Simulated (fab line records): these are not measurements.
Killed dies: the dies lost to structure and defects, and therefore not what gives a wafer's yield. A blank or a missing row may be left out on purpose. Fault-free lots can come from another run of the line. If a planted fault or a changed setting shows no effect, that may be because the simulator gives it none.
Struck lot and sound lot, side by side ; flow nandHarc ; 11 steps out of a route of 1159
Sound: these wafers, L456.4, L456.5, L456.6. Struck: wafer L454.2 (left out: L454.3, a lot-mate that was not struck); the cause follows at the end.
Each step with rows lists, per side, the tool, then ch with its chambers, then its first start. Under that, the readings that differ: sound wafers ; struck wafers ; difference of the means ; sigmas: that difference in standard deviations of wafers without a fault.
alike: readings whose means differ by less than 2 such deviations, and words and numbers that are the same on both sides. not compared: withheld readings, readings that some wafer has no value for, bounds like >300 that may hide the same value, and numbers for which the record gives no deviation and whose values overlap.
A row with sigmas, a row that says differs or no value, or rows on one side alone: a step with any of these is where the two part. Non-overlapping numbers with no deviation appear without sigmas and do not part them. A reading missing from all wafers of one side parts the sides only when that side holds two or more wafers.

NHARC_P_START_INSPECT_01:
  struck on defectInspect-01, day 6 00:02; sound on defectInspect-02, day 6 12:02
  alike: rawDefectCount
then, 7 steps without rows for these wafers: NHARC_P_ZERO_WELL_PRECLEAN_00 (cleans in SPM, time 600 s); NHARC_P_ZERO_WELL_SRD_01; NHARC_P_ZERO_WELL_PECVD_02 (deposits SiO2, target thk 10 nm); NHARC_P_ZERO_WELL_DEHYDRATE_03 (time 120 s); NHARC_P_ZERO_WELL_HMDS_04 (time 30 s); NHARC_P_ZERO_WELL_COAT_64 (time 65 s); NHARC_P_ZERO_WELL_COAT_05 (resist thk 600 nm).
NHARC_P_ZERO_WELL_SOFTBAKE_06: time 70 s.
  sound on lithoTrack-02 ch 0, day 6 12:00; struck on lithoTrack-03 ch 0, day 6 00:00
reading;sound;struck;difference;sigmas
heaterPowerTotalW (W);202.4 199.1 199.9;226.7;+26.2;+20
following that, these wafers have no rows for 1 step: NHARC_P_ZERO_WELL_EBR_07.
-- record jumps: 18 days between struck wafers' starts before vs after; left off in module P_ZERO_WELL, resumes in module END, first step shown is number 1159 of the route --
NHARC_END_SORT_01:
  sound on prober-02 ch 0, day 24 01:19; struck on prober-01 ch 0, day 23 15:46
  alike: killedAtArray, killedAtOther, killedAtPeriphery, killedDies, killedOpen, killedShort

WHERE THEY PART
NHARC_P_ZERO_WELL_SOFTBAKE_06 only, going by this record. Later steps at which nothing parts them and some readings are alike: NHARC_END_SORT_01.

WHY: what the simulator had put in
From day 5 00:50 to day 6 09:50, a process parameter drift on lithoTrack-03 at NHARC_P_ZERO_WELL_SOFTBAKE_06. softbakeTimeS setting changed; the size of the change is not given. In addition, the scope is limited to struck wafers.
